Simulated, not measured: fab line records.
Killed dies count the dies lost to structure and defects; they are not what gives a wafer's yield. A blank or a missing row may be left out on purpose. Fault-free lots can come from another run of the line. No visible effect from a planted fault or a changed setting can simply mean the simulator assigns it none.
fab line records | flow n5-finfet | part 1 of 2: steps 1 to 26 of 31
record lots=5 | wafers=15 | last-day=17
route steps=1938 shown BEOL_M15@1781
lots that met no fault: from a run of the same line without faults
start-h: hours from the record's opening day to when the first of the lot's shown wafers began | wait-h: hours since the lot's step before | " repeats the value in the row above | L1.1+2: a single row standing in for several wafers | - either no value or no given start | * or withheld: withheld | < > ~ a bound
route shown NAME@n: a module of which the file shows steps, and the number in the route of the first | usual: mean and standard deviation over wafers with no fault | same: alike in all rows | chamber/n: place in a boat | sites: readings site by site | _std_site: their standard deviation | _edge_site: inner sites' mean taken away from outer sites' mean | radius-mm: for every site, how far away it sits from the centre of the wafer | mask NAME#n: copy n | behind: the tool/chamber that last shaped the wafer | hold: why the lot was held/for how many hours/how that ended | device: names the non-switching transistor (n, p or np) | end of line: at the end of the route, the tests of the same wafers | a step without rows: its recipe alone | killed: dies lost to structure and defects at the first sort, not the wafer's yield | map: the dies of a wafer, with x for killed, . for not killed, _ for no die there
set.NAME: the setting the step ran with; set.NAME@STEP: the setting that earlier step ran with | model.NAME: the simulator's own value behind a step, which no gauge read
lots at some steps of the route; a table a step, a row a wafer
services: the hour from which a tool's chamber was out of use, counted from the record's first day as start-h (under 0 if before that day), plus the number of hours and why
## steps
# step N5_BEOL_M15_DEVELOP_09
# recipe develop-time-s=45 | rinse-liquid=diw | dry=air-spin | dev-temp-c=21
lot.wafer  | tool           | chamber | start-h | wait-h
L078.1+2+4 | litho-track-02 | 0       | -       | -
L082.2+3+6 | litho-track-04 | 0       | -       | -
L085.2+3+4 | litho-track-04 | 0       | -       | -
L088.1+4+6 | litho-track-02 | 0       | -       | -
L097.4+5+6 | litho-track-04 | 0       | -       | -
# step N5_BEOL_M15_HARDBAKE_14
# recipe temp-c=130 | time-s=120
lot.wafer  | tool           | chamber | start-h | wait-h
L078.1+2+4 | litho-track-02 | 0       | -       | -
L082.2+3+6 | litho-track-04 | 0       | -       | -
L085.2+3+4 | litho-track-04 | 0       | -       | -
L088.1+4+6 | litho-track-02 | 0       | -       | -
L097.4+5+6 | litho-track-04 | 0       | -       | -
# step N5_BEOL_M15_CD_MEAS_10
# recipe target-cd-nm=360 | landing-energy-ev=500 | detector=se-inlens | polarity=opening
# usual cd-nm=359.8/1.5
lot.wafer | tool      | chamber | start-h | wait-h | cd-nm
L078.1    | cd-sem-02 | 0       | 259.94  | -      | 359.1
L078.2    | "         | 0       | "       | "      | 361.4
L078.4    | "         | 0       | "       | "      | 361.4
L082.2    | cd-sem-01 | 0       | 308.40  | -      | 358.2
L082.3    | "         | 0       | "       | "      | 360.3
L082.6    | "         | 0       | "       | "      | 358.6
L085.2    | cd-sem-01 | 0       | 310.64  | -      | 360.5
L085.3    | "         | 0       | "       | "      | 359.7
L085.4    | "         | 0       | "       | "      | 361.9
L088.1    | cd-sem-01 | 0       | 342.48  | -      | 359.8
L088.4    | "         | 0       | "       | "      | 358.1
L088.6    | "         | 0       | "       | "      | 358.7
L097.4    | cd-sem-03 | 0       | 384.16  | -      | 360.6
L097.5    | "         | 0       | "       | "      | 361.1
L097.6    | "         | 0       | "       | "      | 361.9
# step N5_BEOL_M15_OVL_MEAS_11
# recipe points-per-wafer=44
# usual V14_OVL=2/4.6
lot.wafer | tool       | chamber | start-h | wait-h | V14_OVL[nm]
L078.1    | overlay-02 | 0       | 259.97  | 0.0    | 3
L078.2    | "          | 0       | "       | "      | 7
L078.4    | "          | 0       | "       | "      | 3
L082.2    | overlay-02 | 0       | 308.43  | 0.0    | -4
L082.3    | "          | 0       | "       | "      | -4
L082.6    | "          | 0       | "       | "      | 0
L085.2    | overlay-02 | 0       | 310.66  | 0.0    | 4
L085.3    | "          | 0       | "       | "      | -2
L085.4    | "          | 0       | "       | "      | 0
L088.1    | overlay-01 | 0       | 342.51  | 0.0    | 1
L088.4    | "          | 0       | "       | "      | 4
L088.6    | "          | 0       | "       | "      | 3
L097.4    | overlay-01 | 0       | 384.18  | 0.0    | -4
L097.5    | "          | 0       | "       | "      | 1
L097.6    | "          | 0       | "       | "      | 7
# step N5_BEOL_M15_INSPECT_12
# recipe mode=adi | inspect-instrument=macro
# usual raw-defect-count=2.0/1.4
lot.wafer | tool              | chamber | start-h | wait-h | raw-defect-count
L078.1    | defect-inspect-01 | -       | 259.99  | 0.0    | 3
L078.2    | "                 | -       | "       | "      | 4
L078.4    | "                 | -       | "       | "      | 3
L082.2    | defect-inspect-01 | -       | 308.46  | 0.0    | 2
L082.3    | "                 | -       | "       | "      | 2
L082.6    | "                 | -       | "       | "      | 2
L085.2    | defect-inspect-02 | -       | 310.69  | 0.0    | 4
L085.3    | "                 | -       | "       | "      | 2
L085.4    | "                 | -       | "       | "      | 2
L088.1    | defect-inspect-02 | -       | 342.53  | 0.0    | 1
L088.4    | "                 | -       | "       | "      | 2
L088.6    | "                 | -       | "       | "      | 2
L097.4    | defect-inspect-02 | -       | 384.21  | 0.0    | 1
L097.5    | "                 | -       | "       | "      | 0
L097.6    | "                 | -       | "       | "      | 3
# step N5_BEOL_M15_DESCUM_15
# recipe chemistry=O2 | time-s=7.9 | source-power-w=50 | bias-power-w=20 | pressure-mtorr=20 | rf-frequency-hz=2.712e+07 | temp-c=40 | o2-flow-sccm=225
# usual drypump-motor-current-A=5.5/0.42 | oes-product-au=0.83/0.064 | rf-vpp-V=243.5/1.5 | showerhead-plenum-p-Torr=2.12/0.08 | throttle-valve-pct=20.41/0.2
lot.wafer | tool        | chamber | start-h | wait-h | drypump-motor-current-A | oes-product-au | rf-hours-counter-h | rf-vpp-V | showerhead-plenum-p-Torr | throttle-valve-pct
L078.1    | rie-diel-01 | 0       | 260.03  | 0.0    | 5.1                     | 0.83           | 74                 | 244.8    | 2.22                     | 20.50
L078.2    | "           | 3       | "       | "      | 5.4                     | 0.85           | 74                 | 243.2    | 2.12                     | 20.40
L078.4    | "           | 1       | "       | "      | 6.0                     | 0.82           | 60                 | 243.1    | 2.22                     | 20.05
L082.2    | rie-diel-01 | 2       | 308.49  | 0.0    | 5.5                     | 0.90           | 31                 | 243.2    | 2.05                     | 20.23
L082.3    | "           | 0       | "       | "      | 5.1                     | 0.82           | 89                 | 243.3    | 2.21                     | 20.52
L082.6    | "           | 0       | "       | "      | 5.1                     | 0.82           | -                  | 243.8    | 2.21                     | 20.53
L085.2    | rie-diel-04 | 3       | 312.17  | 1.5    | 6.4                     | 0.69           | 245                | 241.3    | 1.98                     | 20.59
L085.3    | "           | 1       | "       | "      | 5.7                     | 0.79           | 112                | 242.0    | 2.02                     | 20.20
L085.4    | "           | 2       | "       | "      | 5.8                     | 0.94           | 11                 | 243.6    | 2.15                     | 20.34
L088.1    | rie-diel-01 | 2       | 342.57  | 0.0    | 5.5                     | 0.88           | 39                 | 242.1    | 2.05                     | 20.25
L088.4    | "           | 3       | "       | "      | 5.4                     | 0.81           | 102                | 242.0    | 2.11                     | 20.42
L088.6    | "           | 1       | "       | "      | 6.0                     | 0.80           | -                  | 243.7    | 2.21                     | 20.06
L097.4    | rie-diel-03 | 1       | 384.24  | 0.0    | 6.0                     | 0.80           | 105                | 243.0    | 2.11                     | 20.46
L097.5    | "           | 2       | "       | "      | 5.4                     | 0.77           | -                  | 242.3    | 2.19                     | 20.83
L097.6    | "           | 1       | "       | "      | 5.9                     | 0.80           | -                  | 241.8    | 2.11                     | 20.44
# step N5_BEOL_M15_ETCH_59
# recipe chemistry=N2/H2 | target=BARC | target-depth-a=890 | overetch-a=267 | time-s=67.9 | ion-energy-ev=200 | pressure-mtorr=30 | source-w=840 | bias-w=150 | n2-flow-sccm=200 | h2-flow-sccm=200
# usual drypump-motor-current-A=5.5/0.42 | oes-product-au=0.70/0.051 | rf-vpp-V=524.7/2.7 | showerhead-plenum-p-Torr=2.57/0.094 | throttle-valve-pct=17.83/0.19
lot.wafer | tool        | chamber | start-h | wait-h | drypump-motor-current-A | oes-product-au | rf-hours-counter-h | rf-vpp-V | showerhead-plenum-p-Torr | throttle-valve-pct
L078.1    | rie-diel-01 | 0       | 260.06  | 0.0    | 5.0                     | 0.71           | 74                 | 528.7    | 2.69                     | 17.98
L078.2    | "           | 3       | "       | "      | 5.4                     | 0.71           | 74                 | 523.9    | 2.58                     | 17.81
L078.4    | "           | 1       | "       | "      | 6.0                     | 0.70           | 60                 | 529.3    | 2.69                     | 17.41
L082.2    | rie-diel-01 | 2       | 308.53  | 0.0    | 5.6                     | 0.76           | 31                 | 522.2    | 2.49                     | 17.73
L082.3    | "           | 0       | "       | "      | 5.1                     | 0.69           | 89                 | 526.7    | 2.68                     | 18.01
L082.6    | "           | 0       | "       | "      | 5.1                     | 0.69           | -                  | 528.4    | 2.68                     | 18.01
L085.2    | rie-diel-04 | 3       | 312.20  | 0.0    | 6.5                     | 0.59           | 245                | 521.1    | 2.40                     | 17.98
L085.3    | "           | 1       | "       | "      | 5.7                     | 0.67           | 112                | 522.0    | 2.46                     | 17.68
L085.4    | "           | 2       | "       | "      | 5.8                     | 0.80           | 11                 | 524.8    | 2.59                     | 17.65
L088.1    | rie-diel-01 | 2       | 342.60  | 0.0    | 5.5                     | 0.75           | 39                 | 521.9    | 2.49                     | 17.75
L088.4    | "           | 3       | "       | "      | 5.4                     | 0.69           | 102                | 524.8    | 2.56                     | 17.87
L088.6    | "           | 1       | "       | "      | 6.0                     | 0.68           | -                  | 529.5    | 2.68                     | 17.46
L097.4    | rie-diel-03 | 1       | 384.27  | 0.0    | 5.9                     | 0.68           | 105                | 525.8    | 2.55                     | 17.82
L097.5    | "           | 2       | "       | "      | 5.4                     | 0.66           | -                  | 525.9    | 2.65                     | 18.23
L097.6    | "           | 1       | "       | "      | 5.9                     | 0.68           | -                  | 524.9    | 2.55                     | 17.83
# step N5_BEOL_M15_VIA_ETCH_16
# recipe chemistry=C4F8/O2/Ar | target=SiO2 | he-inner-torr=15 | he-outer-torr=30 | target-depth-a=17922 | time-s=withheld | ion-energy-ev=800 | pressure-mtorr=20 | source-w=1905 | bias-w=2040 | Ar_flow_sccm=400 | C4F8_flow_sccm=16 | O2_flow_sccm=12 | ends=cleared
# usual drypump-motor-current-A=5.5/0.42 | oes-product-au=0.75/0.057 | rf-vpp-V=2228/17 | showerhead-plenum-p-Torr=3.48/0.12 | throttle-valve-pct=30.89/0.21
lot.wafer | tool        | chamber | start-h | wait-h | drypump-motor-current-A | oes-product-au | rf-vpp-V | showerhead-plenum-p-Torr | throttle-valve-pct
L078.1    | rie-diel-01 | 0       | 260.11  | 0.0    | 5.1                     | 0.76           | 2230     | 3.62                     | 31.00
L078.2    | "           | 3       | "       | "      | 5.4                     | 0.76           | 2249     | 3.48                     | 30.89
L078.4    | "           | 1       | "       | "      | 6.0                     | 0.76           | 2249     | 3.61                     | 30.36
L082.2    | rie-diel-01 | 2       | 308.58  | 0.0    | 5.5                     | 0.81           | 2217     | 3.39                     | 30.86
L082.3    | "           | 0       | "       | "      | 5.1                     | 0.73           | 2229     | 3.61                     | 31.03
L082.6    | "           | 0       | "       | "      | 5.1                     | 0.73           | 2230     | 3.61                     | 31.03
L085.2    | rie-diel-04 | 3       | 312.25  | 0.0    | 6.6                     | 0.62           | 2201     | 3.27                     | 30.97
L085.3    | "           | 1       | "       | "      | 5.8                     | 0.71           | 2234     | 3.32                     | 30.55
L085.4    | "           | 2       | "       | "      | 5.8                     | 0.85           | 2218     | 3.51                     | 30.79
L088.1    | rie-diel-01 | 2       | 342.65  | 0.0    | 5.6                     | 0.79           | 2216     | 3.38                     | 30.86
L088.4    | "           | 3       | "       | "      | 5.4                     | 0.73           | 2247     | 3.46                     | 30.93
L088.6    | "           | 1       | "       | "      | 6.0                     | 0.72           | 2249     | 3.60                     | 30.37
L097.4    | rie-diel-03 | 1       | 384.33  | 0.0    | 6.0                     | 0.72           | 2211     | 3.46                     | 30.93
L097.5    | "           | 2       | "       | "      | 5.4                     | 0.69           | 2206     | 3.57                     | 31.22
L097.6    | "           | 1       | "       | "      | 6.0                     | 0.72           | 2213     | 3.46                     | 30.93
# step N5_BEOL_M15_STRIP_63
# recipe chemistry=O2 | power-w=600 | temp-c=60 | pressure-mtorr=30 | rf-frequency-hz=6e+07 | bias-power-w=0 | overash-fraction=0.3 | o2-flow-sccm=225
# usual drypump-motor-current-A=5.5/0.42 | oes-product-au=0.83/0.064 | rf-vpp-V=3.7/0.69 | showerhead-plenum-p-Torr=2.12/0.08 | throttle-valve-pct=16.63/0.19
lot.wafer | tool        | chamber | start-h | wait-h | drypump-motor-current-A | oes-product-au | rf-hours-counter-h | rf-vpp-V | showerhead-plenum-p-Torr | throttle-valve-pct
L078.1    | rie-diel-01 | 0       | -       | -      | 5.1                     | 0.84           | 74                 | 4.3      | 2.22                     | 16.70
L078.2    | "           | 3       | "       | "      | 5.4                     | 0.84           | 74                 | 3.8      | 2.12                     | 16.64
L078.4    | "           | 1       | "       | "      | 6.0                     | 0.83           | 61                 | 3.9      | 2.22                     | 16.28
L082.2    | rie-diel-01 | 2       | -       | -      | 5.5                     | 0.89           | 31                 | 5.4      | 2.05                     | 16.46
L082.3    | "           | 0       | "       | "      | 5.0                     | 0.81           | 90                 | 2.5      | 2.22                     | 16.69
L082.6    | "           | 0       | "       | "      | 5.0                     | 0.81           | -                  | 3.5      | 2.22                     | 16.70
L085.2    | rie-diel-04 | 3       | -       | -      | 6.5                     | 0.68           | 246                | 4.9      | 1.98                     | 16.84
L085.3    | "           | 1       | "       | "      | 5.7                     | 0.79           | 112                | 3.7      | 2.03                     | 16.43
L085.4    | "           | 2       | "       | "      | 5.8                     | 0.94           | 11                 | 3.3      | 2.15                     | 16.55
L088.1    | rie-diel-01 | 2       | -       | -      | 5.6                     | 0.88           | 40                 | 4.3      | 2.05                     | 16.48
L088.4    | "           | 3       | "       | "      | 5.4                     | 0.82           | 103                | 3.8      | 2.11                     | 16.69
L088.6    | "           | 1       | "       | "      | 6.0                     | 0.81           | -                  | 3.3      | 2.22                     | 16.32
L097.4    | rie-diel-03 | 1       | -       | -      | 5.9                     | 0.80           | 105                | 4.8      | 2.11                     | 16.65
L097.5    | "           | 2       | "       | "      | 5.4                     | 0.76           | -                  | 3.6      | 2.19                     | 17.05
L097.6    | "           | 1       | "       | "      | 5.9                     | 0.80           | -                  | 3.4      | 2.11                     | 16.68
# step N5_BEOL_M15_STRIP_64
# recipe chemistry=O2 | power-w=600 | temp-c=60 | pressure-mtorr=30 | rf-frequency-hz=6e+07 | bias-power-w=0 | overash-fraction=0.3 | o2-flow-sccm=225
# usual drypump-motor-current-A=5.5/0.42 | oes-product-au=0.83/0.063 | rf-vpp-V=3.7/0.5 | showerhead-plenum-p-Torr=2.12/0.08 | throttle-valve-pct=16.63/0.19
lot.wafer | tool        | chamber | start-h | wait-h | drypump-motor-current-A | oes-product-au | rf-hours-counter-h | rf-vpp-V | showerhead-plenum-p-Torr | throttle-valve-pct
L078.1    | rie-diel-01 | 0       | -       | -      | 5.1                     | 0.83           | 74                 | 3.8      | 2.22                     | 16.70
L078.2    | "           | 3       | "       | "      | 5.4                     | 0.84           | 74                 | 3.9      | 2.12                     | 16.62
L078.4    | "           | 1       | "       | "      | 5.9                     | 0.82           | 61                 | 4.2      | 2.22                     | 16.29
L082.2    | rie-diel-01 | 2       | -       | -      | 5.6                     | 0.89           | 31                 | 3.9      | 2.05                     | 16.47
L082.3    | "           | 0       | "       | "      | 5.0                     | 0.82           | 90                 | 3.0      | 2.22                     | 16.72
L082.6    | "           | 0       | "       | "      | 5.1                     | 0.82           | -                  | 3.7      | 2.22                     | 16.71
L085.2    | rie-diel-04 | 3       | -       | -      | 6.5                     | 0.68           | 246                | 4.1      | 1.98                     | 16.86
L085.3    | "           | 1       | "       | "      | 5.7                     | 0.80           | 112                | 4.3      | 2.03                     | 16.43
L085.4    | "           | 2       | "       | "      | 5.8                     | 0.94           | 11                 | 3.9      | 2.15                     | 16.55
L088.1    | rie-diel-01 | 2       | -       | -      | 5.5                     | 0.88           | 40                 | 2.9      | 2.05                     | 16.47
L088.4    | "           | 3       | "       | "      | 5.4                     | 0.80           | 103                | 4.1      | 2.11                     | 16.68
L088.6    | "           | 1       | "       | "      | 6.0                     | 0.81           | -                  | 3.7      | 2.22                     | 16.32
L097.4    | rie-diel-03 | 1       | -       | -      | 5.9                     | 0.79           | 105                | 4.1      | 2.11                     | 16.66
L097.5    | "           | 2       | "       | "      | 5.4                     | 0.77           | -                  | 3.4      | 2.19                     | 17.04
L097.6    | "           | 1       | "       | "      | 5.9                     | 0.80           | -                  | 3.6      | 2.11                     | 16.67
# step N5_BEOL_M15_STRIP_65
# recipe chemistry=post-etch-residue-remover | time-s=60 | temp-c=25 | remover-ph=withheld | remover-water-wt-pct=withheld | remover-fluoride-wt-pct=withheld
lot.wafer  | tool         | chamber | start-h | wait-h
L078.1+2+4 | wet-bench-04 | 5,3,1   | 260.46  | -
L082.2+3+6 | wet-bench-06 | 3,1,6   | 308.93  | -
L085.2+3+4 | wet-bench-04 | 4,7,0   | 312.60  | -
L088.1+4+6 | wet-bench-02 | 4,2,0   | 343.00  | -
L097.4+5+6 | wet-bench-02 | 4,3,5   | 384.68  | -
# step N5_BEOL_M15_SRD_66
# recipe time-s=30 | temp-c=23 | rinse-liquid=diw | dry=n2-spin | spin-rpm=1500 | dry-time-s=30
# usual spin-rpm=1499.9/0.8
lot.wafer | tool         | chamber | start-h | wait-h | spin-rpm
L078.1    | wet-bench-04 | 5       | 260.48  | 0.0    | 1500.1
L078.2    | "            | 3       | "       | "      | 1500.7
L078.4    | "            | 1       | "       | "      | 1500.2
L082.2    | wet-bench-06 | 3       | 308.95  | 0.0    | 1499.6
L082.3    | "            | 1       | "       | "      | 1500.3
L082.6    | "            | 6       | "       | "      | 1498.9
L085.2    | wet-bench-04 | 4       | 312.62  | 0.0    | 1499.7
L085.3    | "            | 7       | "       | "      | 1501.2
L085.4    | "            | 0       | "       | "      | 1499.0
L088.1    | wet-bench-02 | 4       | 343.04  | 0.0    | 1499.0
L088.4    | "            | 2       | "       | "      | 1499.3
L088.6    | "            | 0       | "       | "      | 1501.0
L097.4    | wet-bench-02 | 4       | 384.70  | 0.0    | 1500.1
L097.5    | "            | 3       | "       | "      | 1500.0
L097.6    | "            | 5       | "       | "      | 1500.5
# step N5_BEOL_M15_CD_MEAS_17
# recipe target-cd-nm=360 | polarity=opening
# usual cd-nm=360.9/1.8
lot.wafer | tool      | chamber | start-h | wait-h | cd-nm
L078.1    | cd-sem-03 | -       | 260.52  | 0.0    | 359.7
L078.2    | "         | -       | "       | "      | 361.8
L078.4    | "         | -       | "       | "      | 360.6
L082.2    | cd-sem-03 | -       | 308.99  | 0.0    | 359.5
L082.3    | "         | -       | "       | "      | 360.8
L082.6    | "         | -       | "       | "      | 359.4
L085.2    | cd-sem-03 | -       | 312.67  | 0.0    | 359.7
L085.3    | "         | -       | "       | "      | 359.9
L085.4    | "         | -       | "       | "      | 363.8
L088.1    | cd-sem-02 | -       | 343.10  | 0.0    | 361.4
L088.4    | "         | -       | "       | "      | 359.5
L088.6    | "         | -       | "       | "      | 359.9
L097.4    | cd-sem-02 | -       | 384.74  | 0.0    | 360.9
L097.5    | "         | -       | "       | "      | 362.4
L097.6    | "         | -       | "       | "      | 362.2
# step N5_BEOL_M15_COAT_56
# recipe resist=SOC | temp-c=250 | time-s=60 | spin-rpm=1500 | resist-thk-nm=550
lot.wafer  | tool           | chamber | start-h | wait-h
L078.1+2+4 | litho-track-04 | 0       | 260.56  | 0.0
L082.2+3+6 | litho-track-04 | 0       | 309.03  | 0.0
L085.2+3+4 | litho-track-02 | 0       | 312.70  | 0.0
L088.1+4+6 | litho-track-03 | 0       | 343.14  | 0.0
L097.4+5+6 | litho-track-04 | 0       | 384.79  | 0.0
# step N5_BEOL_M15_ETCH_57
# recipe chemistry=N2/H2 | target=SOC | source-w=3000 | bias-w=350 | time-s=750 | ion-energy-ev=200 | pressure-mtorr=30 | n2-flow-sccm=200 | h2-flow-sccm=200
# usual drypump-motor-current-A=5.6/0.44 | oes-product-au=0.83/0.067 | rf-vpp-V=524.7/2.8 | showerhead-plenum-p-Torr=2.57/0.096 | throttle-valve-pct=17.71/0.19
lot.wafer | tool        | chamber | start-h | wait-h | drypump-motor-current-A | oes-product-au | rf-hours-counter-h | rf-vpp-V | showerhead-plenum-p-Torr | throttle-valve-pct
L078.1    | rie-diel-01 | 0       | 260.62  | -      | 5.1                     | 0.84           | 74                 | 527.9    | 2.69                     | 17.85
L078.2    | "           | 2       | "       | "      | 5.5                     | 0.92           | 14                 | 522.8    | 2.50                     | 17.60
L078.4    | "           | 3       | "       | "      | 5.4                     | 0.84           | 74                 | 525.4    | 2.58                     | 17.71
L082.2    | rie-diel-04 | 0       | 309.09  | -      | 5.8                     | 0.91           | 19                 | 524.8    | 2.59                     | 17.56
L082.3    | "           | 1       | "       | "      | 5.7                     | 0.79           | 110                | 520.2    | 2.46                     | 17.55
L082.6    | "           | 0       | "       | "      | 5.7                     | 0.91           | -                  | 524.9    | 2.59                     | 17.56
L085.2    | rie-diel-04 | 3       | 312.83  | -      | 6.5                     | 0.69           | 246                | 519.5    | 2.40                     | 17.88
L085.3    | "           | 0       | "       | "      | 5.8                     | 0.90           | 21                 | 524.8    | 2.59                     | 17.57
L085.4    | "           | 1       | "       | "      | 5.7                     | 0.80           | 112                | 522.0    | 2.46                     | 17.57
L088.1    | rie-diel-04 | 0       | 343.20  | -      | 5.8                     | 0.87           | 32                 | 525.8    | 2.59                     | 17.57
L088.4    | "           | 0       | "       | "      | 5.8                     | 0.89           | -                  | 523.7    | 2.59                     | 17.59
L088.6    | "           | 1       | "       | "      | 5.7                     | 0.78           | -                  | 522.1    | 2.45                     | 17.58
L097.4    | rie-diel-03 | 0       | 385.03  | -      | 5.2                     | 0.86           | 43                 | 528.1    | 2.70                     | 17.68
L097.5    | "           | 1       | "       | "      | 5.9                     | 0.79           | -                  | 524.8    | 2.55                     | 17.72
L097.6    | "           | 0       | "       | "      | 5.2                     | 0.85           | -                  | 528.6    | 2.70                     | 17.68
# step N5_BEOL_M15_COAT_60
# recipe resist=BARC | temp-c=205 | time-s=60 | spin-rpm=1500 | resist-thk-nm=89
lot.wafer  | tool           | chamber | start-h | wait-h
L078.1+2+4 | litho-track-03 | 0       | 261.13  | 0.3
L082.2+3+6 | litho-track-02 | 0       | 309.59  | 0.3
L085.2+3+4 | litho-track-02 | 0       | 313.34  | 0.3
L088.1+4+6 | litho-track-02 | 0       | 343.70  | 0.3
L097.4+5+6 | litho-track-03 | 0       | 385.53  | 0.3
# step N5_BEOL_M15_COAT_22
# recipe spin-rpm=1704 | resist-thk-nm=800
lot.wafer  | tool           | chamber | start-h | wait-h
L078.1+2+4 | litho-track-03 | 0       | -       | -
L082.2+3+6 | litho-track-02 | 0       | -       | -
L085.2+3+4 | litho-track-02 | 0       | -       | -
L088.1+4+6 | litho-track-02 | 0       | -       | -
L097.4+5+6 | litho-track-03 | 0       | -       | -
# step N5_BEOL_M15_EBR_24
# recipe solvent=PGMEA | ebr-width-mm=1.5
lot.wafer  | tool           | chamber | start-h | wait-h
L078.1+2+4 | litho-track-03 | 0       | -       | -
L082.2+3+6 | litho-track-02 | 0       | -       | -
L085.2+3+4 | litho-track-02 | 0       | -       | -
L088.1+4+6 | litho-track-02 | 0       | -       | -
L097.4+5+6 | litho-track-03 | 0       | -       | -
# step N5_BEOL_M15_SOFTBAKE_23
# recipe temp-c=130 | time-s=60
lot.wafer  | tool           | chamber | start-h | wait-h
L078.1+2+4 | litho-track-03 | 0       | -       | -
L082.2+3+6 | litho-track-02 | 0       | -       | -
L085.2+3+4 | litho-track-02 | 0       | -       | -
L088.1+4+6 | litho-track-02 | 0       | -       | -
L097.4+5+6 | litho-track-03 | 0       | -       | -
# step N5_BEOL_M15_EXPOSE_25
# recipe mask-id=M15 | na=0.8 | source-shape=annular | sigma-inner=0.5 | sigma-outer=0.8 | polarization=unpolarized | target-cd-nm=400 | dose-mj=35.5
lot.wafer  | tool           | chamber | start-h | wait-h | mask
L078.1+2+4 | krf-scanner-02 | 0       | 261.35  | -      | M15#0
L082.2+3+6 | krf-scanner-02 | 0       | 309.70  | -      | M15#0
L085.2+3+4 | krf-scanner-02 | 0       | 313.44  | -      | M15#0
L088.1+4+6 | krf-scanner-02 | 0       | 343.80  | -      | M15#0
L097.4+5+6 | krf-scanner-02 | 0       | 385.77  | -      | M15#0
# step N5_BEOL_M15_PEB_26
# recipe peb-temp-c=130 | peb-time-s=90
lot.wafer  | tool           | chamber | start-h | wait-h
L078.1+2+4 | litho-track-03 | 0       | 261.41  | 0.1
L082.2+3+6 | litho-track-03 | 0       | 309.75  | 0.0
L085.2+3+4 | litho-track-02 | 0       | 313.49  | 0.0
L088.1+4+6 | litho-track-04 | 0       | 343.86  | 0.1
L097.4+5+6 | litho-track-03 | 0       | 385.82  | 0.0
# step N5_BEOL_M15_DEVELOP_27
# recipe develop-time-s=45 | rinse-liquid=diw | dry=air-spin | dev-temp-c=21
lot.wafer  | tool           | chamber | start-h | wait-h
L078.1+2+4 | litho-track-03 | 0       | -       | -
L082.2+3+6 | litho-track-03 | 0       | -       | -
L085.2+3+4 | litho-track-02 | 0       | -       | -
L088.1+4+6 | litho-track-04 | 0       | -       | -
L097.4+5+6 | litho-track-03 | 0       | -       | -
# step N5_BEOL_M15_HARDBAKE_32
# recipe temp-c=130 | time-s=120
lot.wafer  | tool           | chamber | start-h | wait-h
L078.1+2+4 | litho-track-03 | 0       | -       | -
L082.2+3+6 | litho-track-03 | 0       | -       | -
L085.2+3+4 | litho-track-02 | 0       | -       | -
L088.1+4+6 | litho-track-04 | 0       | -       | -
L097.4+5+6 | litho-track-03 | 0       | -       | -
# step N5_BEOL_M15_CD_MEAS_28
# recipe target-cd-nm=407.6 | landing-energy-ev=500 | detector=se-inlens
# usual cd-nm=408.5/1.5
lot.wafer | tool      | chamber | start-h | wait-h | cd-nm
L078.1    | cd-sem-02 | 0       | 261.52  | -      | 409.0
L078.2    | "         | 0       | "       | "      | 406.5
L078.4    | "         | 0       | "       | "      | 408.4
L082.2    | cd-sem-01 | 0       | 309.86  | -      | 407.9
L082.3    | "         | 0       | "       | "      | 407.8
L082.6    | "         | 0       | "       | "      | 404.4
L085.2    | cd-sem-01 | 0       | 313.61  | -      | 406.3
L085.3    | "         | 0       | "       | "      | 408.3
L085.4    | "         | 0       | "       | "      | 408.1
L088.1    | cd-sem-01 | 0       | 343.97  | -      | 407.8
L088.4    | "         | 0       | "       | "      | 407.5
L088.6    | "         | 0       | "       | "      | 410.0
L097.4    | cd-sem-03 | 0       | 385.94  | -      | 407.0
L097.5    | "         | 0       | "       | "      | 407.8
L097.6    | "         | 0       | "       | "      | 405.8
# step N5_BEOL_M15_OVL_MEAS_29
# recipe points-per-wafer=44
# usual M15_OVL=-6/7.1
lot.wafer | tool       | chamber | start-h | wait-h | M15_OVL[nm]
L078.1    | overlay-01 | 0       | 261.56  | 0.0    | -2
L078.2    | "          | 0       | "       | "      | 3
L078.4    | "          | 0       | "       | "      | -2
L082.2    | overlay-02 | 0       | 309.89  | 0.0    | -5
L082.3    | "          | 0       | "       | "      | 1
L082.6    | "          | 0       | "       | "      | -2
L085.2    | overlay-01 | 0       | 313.64  | 0.0    | -15
L085.3    | "          | 0       | "       | "      | -9
L085.4    | "          | 0       | "       | "      | -20
L088.1    | overlay-02 | 0       | 344.00  | 0.0    | -11
L088.4    | "          | 0       | "       | "      | -4
L088.6    | "          | 0       | "       | "      | 1
L097.4    | overlay-02 | 0       | 385.96  | 0.0    | -11
L097.5    | "          | 0       | "       | "      | 5
L097.6    | "          | 0       | "       | "      | -6
# step N5_BEOL_M15_INSPECT_30
# recipe mode=adi | inspect-instrument=macro
# usual raw-defect-count=2/1.5
lot.wafer | tool              | chamber | start-h | wait-h | raw-defect-count
L078.1    | defect-inspect-01 | -       | 261.58  | 0.0    | 3
L078.2    | "                 | -       | "       | "      | 3
L078.4    | "                 | -       | "       | "      | 3
L082.2    | defect-inspect-01 | -       | 309.92  | 0.0    | 5
L082.3    | "                 | -       | "       | "      | 2
L082.6    | "                 | -       | "       | "      | 2
L085.2    | defect-inspect-01 | -       | 313.66  | 0.0    | 2
L085.3    | "                 | -       | "       | "      | 2
L085.4    | "                 | -       | "       | "      | 1
L088.1    | defect-inspect-01 | -       | 344.03  | 0.0    | 2
L088.4    | "                 | -       | "       | "      | 2
L088.6    | "                 | -       | "       | "      | 1
L097.4    | defect-inspect-01 | -       | 385.99  | 0.0    | 1
L097.5    | "                 | -       | "       | "      | 0
L097.6    | "                 | -       | "       | "      | 2
